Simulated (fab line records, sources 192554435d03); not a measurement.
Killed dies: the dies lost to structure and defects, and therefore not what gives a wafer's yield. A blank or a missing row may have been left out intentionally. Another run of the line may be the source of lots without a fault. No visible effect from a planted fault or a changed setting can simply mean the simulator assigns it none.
Chamber matching -- flow n5 finfet -- N5_BEOL_M3_PRE_CLEAN_60 on cvd co-01: 3 sister chambers
The step time 15 s. 3 wafers are shown with their chamber, then 6 later ones without.

== EACH WAFER AND ITS CHAMBER ==
wafer,chamber,heater power w (W)
L791.6,2,85
L792.2,1,68
L792.3,0,103

== WAFERS WHOSE CHAMBER IS MISSING ==
wafer,heater power w (W)
L792.4,86
L802.4,88
L802.6,65
L800.1,68
L800.4,102
L800.6,86

== EACH ONE'S CHAMBER ==
wafer,from the rows above,in truth
L792.4,2,2
L802.4,2,2
L802.6,1,1
L800.1,1,1
L800.4,0,0
L800.6,2,2
6 of 6 placed correctly. Not placeable from these rows: 0. Number placed wrongly: 0.
How it was worked out, from the rows above alone: a wafer's distance from a chamber is the root of the sum, over the readings, of the square of ((its reading less the chamber's mean) divided by the reading's scatter). The wafer belongs to the nearest chamber; if the next one is less than 2 further off, it can't be placed. For every chamber, the mean is computed from those of its wafers that are shown. The scatter: with one shown wafer a chamber, the root of the mean of the squares of how far each hidden wafer lies from its nearest shown one.
